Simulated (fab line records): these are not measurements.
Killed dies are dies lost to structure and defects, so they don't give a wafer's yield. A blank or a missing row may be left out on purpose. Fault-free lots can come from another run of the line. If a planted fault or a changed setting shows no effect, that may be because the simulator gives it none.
Which tool did it?    flow nand-harc    36 wafers from 12 lots sampled at 4 of the route's 1159 steps

## WHAT THE GAUGES READ, wafer by wafer
No reading from a measuring or inspecting step in the record can be judged against a usual standard deviation.

## WHICH TOOL RAN EACH LOT (tool, then ch and the chambers of the sampled wafers, then the start)
lot   NHARC_A_STAIRCASE_ETCH_232                     NHARC_A_STAIRCASE_STRIP_295                    NHARC_A_STAIRCASE_DEP_301        NHARC_A_STAIRCASE_ETCH_453
L846  rie-diel-04 ch 0,1, day 11 18:07 or earlier    rie-diel-12 ch 1,3, day 11 18:07 or earlier    pecvd-01 ch 0,1, day 11 18:07    rie-diel-12 ch 1,2,3, no start
L848  rie-diel-04 ch 1,3, day 12 02:47 or earlier    rie-diel-11 ch 0,3, day 12 02:47 or earlier    pecvd-01 ch 1,2, day 12 02:47    rie-diel-12 ch 0,1, no start
L847  rie-diel-04 ch 2,3, day 12 03:25 or earlier    rie-diel-12 ch 1,2,3, day 12 03:25 or earlier  pecvd-03 ch 0,1, day 12 03:25    rie-diel-04 ch 0,1,3, no start
L850  rie-diel-12 ch 0,1,3, day 12 14:40 or earlier  rie-diel-12 ch 0,3, day 12 14:40 or earlier    pecvd-04 ch 0,2, day 12 14:40    rie-diel-11 ch 1,2, no start
L849  rie-diel-04 ch 1,2,3, day 12 15:30 or earlier  rie-diel-11 ch 0,1,2, day 12 15:30 or earlier  pecvd-01 ch 0,1,2, day 12 15:30  rie-diel-12 ch 2,3, no start
L853  rie-diel-04 ch 0,2,3, day 13 13:07 or earlier  rie-diel-11 ch 0,1, day 13 13:07 or earlier    pecvd-04 ch 0,1,2, day 13 13:07  rie-diel-11 ch 2,3, no start
L852  rie-diel-11 ch 2,3, day 13 13:11 or earlier    rie-diel-12 ch 0,3, day 13 13:11 or earlier    pecvd-04 ch 0,2, day 13 13:11    rie-diel-04 ch 0,3, no start
L854  rie-diel-12 ch 1,3, day 14 02:39 or earlier    rie-diel-04 ch 0,2,3, day 14 02:39 or earlier  pecvd-04 ch 0,1, day 14 02:39    rie-diel-04 ch 0,2,3, no start
L866  rie-diel-12 ch 0,1, day 16 12:20 or earlier    rie-diel-12 ch 2,3, day 16 12:20 or earlier    pecvd-01 ch 0,1,2, day 16 12:20  rie-diel-04 ch 0,1,2, no start
L864  rie-diel-11 ch 0,3, day 16 16:28 or earlier    rie-diel-12 ch 0,3, day 16 16:28 or earlier    pecvd-03 ch 0,1,2, day 16 16:28  rie-diel-11 ch 0,1,2, no start
L868  rie-diel-04 ch 0,1,3, day 17 07:44 or earlier  rie-diel-11 ch 0,2,3, day 17 07:44 or earlier  pecvd-03 ch 1,2, day 17 07:44    rie-diel-12 ch 0,1,3, no start
L869  rie-diel-11 ch 2,3, day 17 11:58 or earlier    rie-diel-12 ch 1,2, day 17 11:58 or earlier    pecvd-01 ch 0,1,2, day 17 11:58  rie-diel-04 ch 0,2,3, no start
- NHARC_A_STAIRCASE_ETCH_232: etches the open film in C4F8/O2, target depth 100 nm, time 40.5 s.
- NHARC_A_STAIRCASE_STRIP_295: strips in O2.
- NHARC_A_STAIRCASE_DEP_301: deposits SiON, target thk 30 nm.
- NHARC_A_STAIRCASE_ETCH_453: etches the open film in CF4/O2, target depth 30 nm, overetch 3 nm, time 16.5 s.

## AS READ BY THE TOOLS THEMSELVES (means over the sampled wafers that have a number; for cases with no such wafer, the mark the record gives instead)
NHARC_A_STAIRCASE_ETCH_232.
lot   tool         bias-w (W)  oes-product-au (a.u.)  rf-vpp-V (V)
L846  rie-diel-04  1002        0.942                  891
L848  rie-diel-04  1000        0.933                  895
L847  rie-diel-04  1002        0.940                  898
L850  rie-diel-12  1000        0.963                  896
L849  rie-diel-04  999         0.935                  895
L853  rie-diel-04  1000        0.953                  895
L852  rie-diel-11  997         0.950                  902
L854  rie-diel-12  1001        0.942                  897
L866  rie-diel-12  997         0.927                  893
L864  rie-diel-11  997         0.955                  898
L868  rie-diel-04  1000        0.937                  893
L869  rie-diel-11  997         0.950                  904

NHARC_A_STAIRCASE_STRIP_295.
lot   tool         drypump-motor-current-A (A)  oes-product-au (a.u.)  rf-vpp-V (V)  showerhead-plenum-p-Torr (Torr)  throttle-valve-pct (%)
L846  rie-diel-12  5.6                          0.989                  57.6          3.56                             17.033
L848  rie-diel-11  5.6                          1.005                  58.8          3.60                             17.039
L847  rie-diel-12  5.6                          0.996                  59.3          3.52                             17.033
L850  rie-diel-12  5.9                          1.009                  58.0          3.57                             17.034
L849  rie-diel-11  5.4                          1.000                  57.7          3.45                             17.041
L853  rie-diel-11  5.5                          1.010                  57.2          3.32                             17.036
L852  rie-diel-12  5.9                          0.991                  58.0          3.61                             17.028
L854  rie-diel-04  5.3                          0.997                  58.9          3.47                             17.034
L866  rie-diel-12  5.8                          1.002                  57.8          3.55                             17.044
L864  rie-diel-12  5.9                          0.999                  57.9          3.55                             17.042
L868  rie-diel-11  5.3                          1.001                  59.2          3.74                             17.035
L869  rie-diel-12  5.5                          1.004                  58.2          3.45                             17.037

NHARC_A_STAIRCASE_DEP_301.
lot   tool      chamber-pressure-Torr (Torr)  heater-power-w (W)  rf-fwd-power-W (W)  showerhead-vpp-V (V)
L846  pecvd-01  3.499                         695                 346.9               1173
L848  pecvd-01  3.498                         760                 349.4               1150
L847  pecvd-03  3.494                         732                 348.2               1118
L850  pecvd-04  3.493                         789                 349.4               1114
L849  pecvd-01  3.498                         727                 347.8               1162
L853  pecvd-04  3.504                         774                 488.8               1344
L852  pecvd-04  3.504                         741                 488.0               1311
L854  pecvd-04  3.500                         767                 489.1               1358
L866  pecvd-01  3.505                         740                 348.2               1164
L864  pecvd-03  3.504                         788                 348.4               1189
L868  pecvd-03  3.504                         865                 349.1               1255
L869  pecvd-01  3.501                         761                 348.6               1164

NHARC_A_STAIRCASE_ETCH_453.
lot   tool         bias-w (W)  drypump-motor-current-A (A)  oes-product-au (a.u.)  rf-vpp-V (V)  showerhead-plenum-p-Torr (Torr)  throttle-valve-pct (%)
L846  rie-diel-12  100.30      5.5                          0.994                  197.6         1.33                             13.398
L848  rie-diel-12  100.03      5.2                          1.000                  196.4         1.29                             13.400
L847  rie-diel-04  100.05      5.5                          0.999                  196.6         1.31                             13.389
L850  rie-diel-11  100.04      5.9                          1.004                  198.2         1.31                             13.403
L849  rie-diel-12  100.00      5.9                          0.990                  199.2         1.37                             13.401
L853  rie-diel-11  100.06      5.6                          1.002                  198.4         1.41                             13.395
L852  rie-diel-04  99.95       5.2                          0.998                  197.9         1.34                             13.398
L854  rie-diel-04  100.01      5.3                          1.002                  197.5         1.31                             13.395
L866  rie-diel-04  100.01      5.6                          1.003                  196.7         1.28                             13.400
L864  rie-diel-11  99.81       5.4                          1.001                  198.5         1.37                             13.392
L868  rie-diel-12  100.14      5.6                          0.997                  197.8         1.32                             13.388
L869  rie-diel-04  100.15      5.3                          0.997                  197.2         1.31                             13.397

## THE ANSWER, worked out from the rows above alone
Rule: usual is defined by the lots themselves. Put in order of their means at a reading, lots are off if they are a third of the lots or fewer, leave a main group of 4 or more, and stand apart from it by a gap of 3 or more times the standard deviation of the main group's means; of several such gaps the widest counts. A main group whose means are all the same, to the digits that the tables above print for the reading, isn't used. Also off: a lot with no number at a reading for which 4 or more lots have one. All remaining lots with rows at the step are treated as sound. After the gauges, taken in route order, come the tools' own readings; for these a lot's mean is taken, as printed above. The first step at which some lot is off is used, and at that step the reading that is off furthest; a lot without a number counts as furthest.
Off: L853, L852, L854, at NHARC_A_STAIRCASE_DEP_301 (rf-fwd-power-W). For the main group the mean is 348.4 W and the standard deviation 0.76.
If a tool, at that step or one of the process steps before it, ran each lot that is off and ran no sound lot following the first of them, it fits. NHARC_A_STAIRCASE_ETCH_232: start missing for some lots; hours and lot order therefore follow NHARC_A_STAIRCASE_DEP_301. NHARC_A_STAIRCASE_STRIP_295: start missing for some lots; hours and lot order therefore follow NHARC_A_STAIRCASE_DEP_301. One fits: pecvd-04 at NHARC_A_STAIRCASE_DEP_301. A fault onset in the window from L850 (day 12 14:40, its last sound lot) to L853 (day 13 13:07, its first lot off) fits.
The tool's own readings at NHARC_A_STAIRCASE_DEP_301 bear it out: on the lots that are off they differ by more than 5 times the standard deviation of the sound lots' means. rf-fwd-power-W reads 488.6 W there against 348.4 W on the sound lots.

## WHAT THE SIMULATOR PUT IN
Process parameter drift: pecvd-04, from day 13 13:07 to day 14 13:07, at NHARC_A_STAIRCASE_DEP_301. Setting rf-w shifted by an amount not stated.
Struck lots among those shown: L853, L852, L854. Same finding as the rule above.
